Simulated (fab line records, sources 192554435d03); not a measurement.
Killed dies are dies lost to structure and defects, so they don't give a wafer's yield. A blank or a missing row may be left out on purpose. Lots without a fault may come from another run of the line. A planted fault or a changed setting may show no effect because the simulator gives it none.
fab line records | flow n5_finfet
record lots=6 wafers=18 last_day=17
route steps=1938 shown BEOL_M5@1135
lots that met no fault: from a run of the same line without faults
start_h: hours from the record's first day to the start of the lot's first wafer shown | wait_h: hours since the lot's step before | " the same as in the row above | L1.1+2: a row that stands for several wafers | - no value, or no start given | * or withheld: withheld | < > ~ a bound
route shown NAME@n: a module of which the file shows steps, and the number in the route of the first | usual: mean/standard deviation of fault-free wafers | same: alike in all rows | chamber/n: place in a boat | sites: the reading at each site | _std_site: their standard deviation | _edge_site: outer sites' mean less inner sites' | radius_mm: how far each site lies from the wafer's centre | mask NAME#n: copy n | behind: the tool/chamber that last shaped the wafer | hold: why the lot was held/for how many hours/how that ended | device: the transistor (n, p or np) that didn't switch | end of line: the same wafers' tests at the end of the route | a step without rows: its recipe alone | killed: dies lost to structure and defects at the first sort, not the wafer's yield | map: a wafer's dies, x killed, . not, _ none there
set.NAME: the setting as run; set.NAME@STEP: as run at that earlier step | model.NAME: the simulator's own value behind a step, which no gauge read
lots at some steps of the route; a table a step, a row a wafer
services: from which hour (start_h, from the record's first day; less than 0 if before it) a tool's chamber was out of use, for how many hours, and why
## steps
# step N5_BEOL_M5_STRIP_64
# recipe chemistry=CF4 resist=SiARC power_w=300 bias_power_w=75 pressure_mtorr=50 cf4_flow_sccm=150 rf_frequency_hz=6e+07
# usual chamber_pressure_mTorr=50.00/0.04 drypump_motor_current_A=5.7/0.51 oes_product_au=0.77/0.074 rf_vpp_V=271.0/1.6 showerhead_plenum_p_Torr=1.79/0.061 throttle_valve_pct=13.55/0.2
# columns lot.wafer tool chamber start_h wait_h chamber_pressure_mTorr drypump_motor_current_A oes_product_au rf_hours_counter_h rf_vpp_V showerhead_plenum_p_Torr throttle_valve_pct
L925.1 rie_diel-03 2 165.46 0.0 49.98 5.1 0.76 154 270.0 1.74 13.67
L925.3 " 3 " " 50.02 5.4 0.70 227 272.4 1.85 13.68
L925.4 " 0 " " 50.04 5.9 0.73 160 269.9 1.79 13.70
L930.1 rie_diel-03 2 207.08 0.0 49.94 5.1 0.74 165 269.8 1.73 13.70
L930.3 " 0 " " 50.01 5.9 0.73 169 272.0 1.79 13.72
L930.5 " 1 " " 50.04 6.1 0.87 - 271.6 1.76 13.40
L932.1 rie_diel-03 3 209.65 0.0 49.95 5.4 0.70 239 271.9 1.84 13.70
L932.2 " 2 " " 50.03 5.0 0.74 166 268.3 1.73 13.70
L932.3 " 0 " " 50.00 5.9 0.73 170 271.2 1.79 13.71
L931.1 rie_diel-03 0 212.76 0.0 50.01 5.9 0.73 171 271.9 1.79 13.72
L931.3 " 1 " " 50.05 6.1 0.87 51 270.5 1.76 13.40
L931.5 " 0 " " 49.97 5.9 0.72 - 270.1 1.79 13.72
L939.2 rie_diel-01 2 250.01 0.0 49.92 5.0 0.99 2 271.4 1.78 13.60
L939.3 " 3 " " 50.01 5.3 0.69 226 269.9 1.71 13.67
L939.5 " 0 " " 49.99 4.9 0.83 - 271.2 1.80 13.55
L946.1 rie_diel-03 0 313.04 0.0 49.98 5.9 0.71 204 270.8 1.78 13.77
L946.4 " 2 " " 50.02 5.1 0.72 202 269.0 1.72 13.78
L946.5 " 0 " " 50.04 5.9 0.70 - 271.0 1.78 13.78
# step N5_BEOL_M5_HM_OPEN_17
# recipe chemistry=Cl2/BCl3 target_depth_a=200 overetch_a=60 target=TiN mask_material=SOC ion_energy_ev=150 pressure_mtorr=10 icp_w=1000 bias_w=126 Cl2_flow_sccm=53.25 bcl3_flow_sccm=21.75 Ar_flow_sccm=25
# usual chamber_pressure_mTorr=10.000/0.011 drypump_motor_current_A=5.7/0.33 oes_product_au=0.65/0.081 throttle_valve_pct=22.2/0.32
# columns lot.wafer tool chamber start_h wait_h chamber_pressure_mTorr drypump_motor_current_A oes_product_au rf_hours_counter_h throttle_valve_pct
L925.1 rie_metal-02 0 165.50 0.0 10.000 5.9 0.55 100 22.3
L925.3 " 0 " " 9.995 5.9 0.55 - 22.3
L925.4 " 1 " " 10.010 5.3 0.67 - 22.5
L930.1 rie_metal-01 0 207.12 0.0 10.007 5.4 0.76 10 22.0
L930.3 " 1 " " 10.000 6.5 0.60 - 22.3
L930.5 " 0 " " 9.998 5.4 0.77 - 22.0
L932.1 rie_metal-01 1 209.69 0.0 10.009 6.5 0.58 75 22.3
L932.2 " 0 " " 9.994 5.4 0.74 11 22.1
L932.3 " 1 " " 9.998 6.4 0.59 - 22.3
L931.1 rie_metal-02 0 212.80 0.0 9.981 5.9 0.55 102 22.3
L931.3 " 1 " " 10.023 5.3 0.65 - 22.5
L931.5 " 1 " " 9.997 5.3 0.66 - 22.5
L939.2 rie_metal-01 1 250.06 0.0 10.005 6.5 0.59 77 22.3
L939.3 " 0 " " 10.010 5.4 0.73 - 22.1
L939.5 " 0 " " 10.011 5.4 0.73 - 22.1
L946.1 rie_metal-03 1 313.08 0.0 9.997 5.7 0.74 15 21.7
L946.4 " 0 " " 9.993 5.7 0.59 - 22.5
L946.5 " 1 " " 9.989 5.7 0.74 - 21.7
# step N5_BEOL_M5_STRIP_19
# recipe chemistry=O2 power_w=400 temp_c=40 pressure_mtorr=30 rf_frequency_hz=6e+07 bias_power_w=0 overash_fraction=0.2 o2_flow_sccm=225
# usual chamber_pressure_mTorr=30.000/0.027 drypump_motor_current_A=5.8/0.53 o2_flow_sccm=225.1/0.67 oes_product_au=0.78/0.076 rf_vpp_V=3.6/0.44 showerhead_plenum_p_Torr=2.11/0.087 throttle_valve_pct=16.62/0.19
# same overash_fraction=0.2
# columns lot.wafer tool chamber start_h wait_h chamber_pressure_mTorr drypump_motor_current_A o2_flow_sccm oes_product_au rf_hours_counter_h rf_vpp_V showerhead_plenum_p_Torr throttle_valve_pct
L925.1 rie_diel-03 1 165.61 0.1 29.979 6.1 225.2 0.92 37 3.0 2.04 16.45
L925.3 " 2 " " 30.009 5.1 225.0 0.76 154 3.3 2.02 16.70
L925.4 " 0 " " 29.988 5.9 226.2 0.73 160 3.1 2.10 16.84
L930.1 rie_diel-05 0 207.23 0.1 30.035 5.6 223.8 0.77 127 3.9 1.96 16.72
L930.3 " 1 " " 30.014 6.1 225.3 0.82 67 3.4 2.21 16.41
L930.5 " 3 " " 30.016 5.7 225.7 0.69 - 3.4 2.18 16.58
L932.1 rie_diel-05 0 209.80 0.1 30.020 5.6 224.6 0.75 128 3.9 1.96 16.72
L932.2 " 3 " " 29.987 5.7 224.5 0.70 219 3.8 2.18 16.57
L932.3 " 2 " " 29.995 6.7 224.7 0.80 111 3.6 2.20 16.27
L931.1 rie_diel-03 0 212.92 0.1 30.004 5.9 224.5 0.72 171 4.0 2.10 16.85
L931.3 " 3 " " 29.984 5.4 225.7 0.70 240 3.0 2.17 16.81
L931.5 " 3 " " 29.989 5.5 224.9 0.69 - 3.3 2.17 16.80
L939.2 rie_diel-01 0 250.17 0.1 30.017 4.9 226.3 0.83 83 3.7 2.12 16.72
L939.3 " 3 " " 29.973 5.4 223.5 0.67 226 3.0 1.98 16.68
L939.5 " 1 " " 30.016 5.8 225.4 0.82 - 3.0 2.14 16.74
L946.1 rie_diel-05 1 313.19 0.1 30.002 6.1 225.2 0.78 99 3.7 2.20 16.50
L946.4 " 0 " " 29.971 5.6 223.8 0.73 - 3.5 1.94 16.79
L946.5 " 1 " " 30.046 6.1 224.6 0.79 - 3.3 2.20 16.48
# step N5_BEOL_M5_CD_MEAS_18
# recipe pitch_nm=56 target_cd_nm=28
# usual cd_nm=28.1/0.37
# columns lot.wafer tool chamber start_h wait_h cd_nm
L925.1 cd_sem-03 - 165.68 0.0 28.0
L925.3 " - " " 28.8
L925.4 " - " " 28.0
L930.1 cd_sem-03 - 207.30 0.0 28.1
L930.3 " - " " 27.4
L930.5 " - " " 27.7
L932.1 cd_sem-03 - 209.87 0.0 28.3
L932.2 " - " " 28.6
L932.3 " - " " 27.7
L931.1 cd_sem-03 - 212.98 0.0 28.0
L931.3 " - " " 27.7
L931.5 " - " " 27.8
L939.2 cd_sem-01 - 250.24 0.1 28.4
L939.3 " - " " 28.3
L939.5 " - " " 28.1
L946.1 cd_sem-03 - 313.26 0.0 28.2
L946.4 " - " " 28.1
L946.5 " - " " 27.7
# step N5_BEOL_M5_COAT_65
# recipe resist=SOC temp_c=250 time_s=60 spin_rpm=1500 resist_thk_nm=60
# step N5_BEOL_M5_COAT_66
# recipe resist=SiARC temp_c=220 time_s=60 spin_rpm=1500 resist_thk_nm=12
# step N5_BEOL_M5_COAT_74
# recipe resist=underlayer temp_c=205 time_s=60 spin_rpm=1500 resist_thk_nm=5
# step N5_BEOL_M5_COAT_22
# recipe resist=CAR-EUV spin_rpm=1500 resist_thk_nm=30
# step N5_BEOL_M5_EBR_24
# recipe solvent=PGMEA ebr_width_mm=1.5
# step N5_BEOL_M5_SOFTBAKE_23
# recipe temp_c=110 time_s=60 resist=CAR-EUV
# step N5_BEOL_M5_EXPOSE_25
# recipe mask_id=V4 na=0.33 source_shape=quasar sigma_inner=0.2 sigma_outer=0.6 polarization=unpolarized defocus_nm=10 dose_mj=52.75
# step N5_BEOL_M5_PEB_26
# recipe peb_temp_c=100 peb_time_s=60 resist=CAR-EUV
# step N5_BEOL_M5_DEVELOP_27
# recipe develop_time_s=30 developer=TMAH resist=CAR-EUV rinse_liquid=surfactant_rinse dry=air_spin dev_temp_c=23
# usual chill_plate_temp_C=23.01/0.12 develop_time_s=30/0
# columns lot.wafer tool chamber start_h wait_h chill_plate_temp_C develop_time_s model.CAR-EUV_of_BEOL_M5_COAT_22.thk_nm
L925.1 litho_track-02 0 167.49 - 23.22 30 29.6
L925.3 " 0 " " 23.08 30 29.6
L925.4 " 0 " " 23.00 30 29.6
L930.1 litho_track-02 - 207.63 - - - 30
L930.3 " - " " - - 30
L930.5 " - " " - - 30
L932.1 litho_track-03 - 210.78 - - - 30.2
L932.2 " - " " - - 30
L932.3 " - " " - - 30
L931.1 litho_track-03 0 213.25 - 22.83 30 29.6
L931.3 " 0 " " 22.81 30 29.4
L931.5 " 0 " " 22.81 30 29.4
L939.2 litho_track-04 0 250.49 - 22.91 30 29.4
L939.3 " 0 " " 22.87 30 29.4
L939.5 " 0 " " 23.21 30 29.4
L946.1 litho_track-02 0 313.64 - 22.91 30 29.6
L946.4 " 0 " " 22.95 30 29.6
L946.5 " 0 " " 22.88 30 29.6
# step N5_BEOL_M5_CD_MEAS_28
# recipe target_cd_nm=30.6 landing_energy_ev=500 detector=se_inlens target_cd_y_nm=20 polarity=opening
# usual cd_nm=30.59/0.23
# columns lot.wafer tool chamber start_h wait_h cd_nm
L925.1 cd_sem-01 0 167.55 - 30.14
L925.3 " 0 " " 30.76
L925.4 " 0 " " 30.97
L930.1 cd_sem-03 0 207.69 - -
L930.3 " 0 " " -
L930.5 " 0 " " -
L932.1 cd_sem-03 0 210.84 - -
L932.2 " 0 " " -
L932.3 " 0 " " -
L931.1 cd_sem-03 0 213.31 - 30.56
L931.3 " 0 " " 30.66
L931.5 " 0 " " 30.77
L939.2 cd_sem-03 0 250.55 - 30.82
L939.3 " 0 " " 30.56
L939.5 " 0 " " 30.62
L946.1 cd_sem-02 0 313.70 - 30.76
L946.4 " 0 " " 30.32
L946.5 " 0 " " 30.69
## services
# columns tool chamber start_h hours kind
rie_metal-02 - 150.85 2.8 pm
rie_diel-05 - 159.79 0.5 repair
litho_track-02 - 167.19 - consumable_replace:filter
rie_diel-03 0 181.89 7.9 repair
rie_diel-01 3 211.88 14.8 repair
rie_metal-01 1 225.19 7.6 repair
rie_diel-01 2 230.42 - clean
rie_diel-01 2 230.42 - consumable_replace:focus_ring
rie_diel-01 2 230.42 13.2 scheduled_down
rie_diel-01 2 230.42 13.2 vent_cycle
rie_diel-03 3 232.01 2.0 repair
rie_diel-03 3 245.09 - clean
rie_diel-03 3 245.09 - consumable_replace:focus_ring
rie_diel-03 3 245.09 17.9 scheduled_down
rie_diel-03 3 245.09 17.9 vent_cycle
rie_diel-03 3 266.40 4.3 repair
rie_metal-02 0 273.31 12.5 repair
rie_diel-05 3 288.80 4.2 repair
rie_diel-03 0 289.36 5.6 repair
rie_metal-03 0 302.78 1.7 repair
rie_diel-05 3 307.51 - clean
rie_diel-05 3 307.51 - consumable_replace:focus_ring
rie_diel-05 3 307.51 17.0 scheduled_down
rie_diel-05 3 307.51 17.0 vent_cycle
## key
first_sign step=N5_BEOL_M5_DEVELOP_27 reading=tool_record direction=missing
effect none on later readings
model_effect step=N5_BEOL_M5_DEVELOP_27 value=CAR-EUV_of_BEOL_M5_COAT_22.thk_nm without=29.6 struck=30.03
met_at N5_BEOL_M5_DEVELOP_27
struck_wafers L930.1,L930.3,L930.5,L932.1,L932.2,L932.3
later_rows_left_out L930.1,L930.3,L930.5,L932.1,L932.2,L932.3
sort_left_out L930.1,L930.3,L930.5,L932.1,L932.2,L932.3
onset_between 167.49 207.63
fault kind=skipped_step_whole tool=litho_track-02,litho_track-03 chamber=- onset_h=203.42 steps=N5_BEOL_M5_DEVELOP_27 scope=struck_lots_only
# sort_left_out: the simulated sort isn't trusted on such a fault, so these wafers' sort isn't shown, and their yield isn't known
# later_rows_left_out: the simulator's readings of these wafers behind a module that went badly wrong aren't trusted and aren't shown, but for the sort
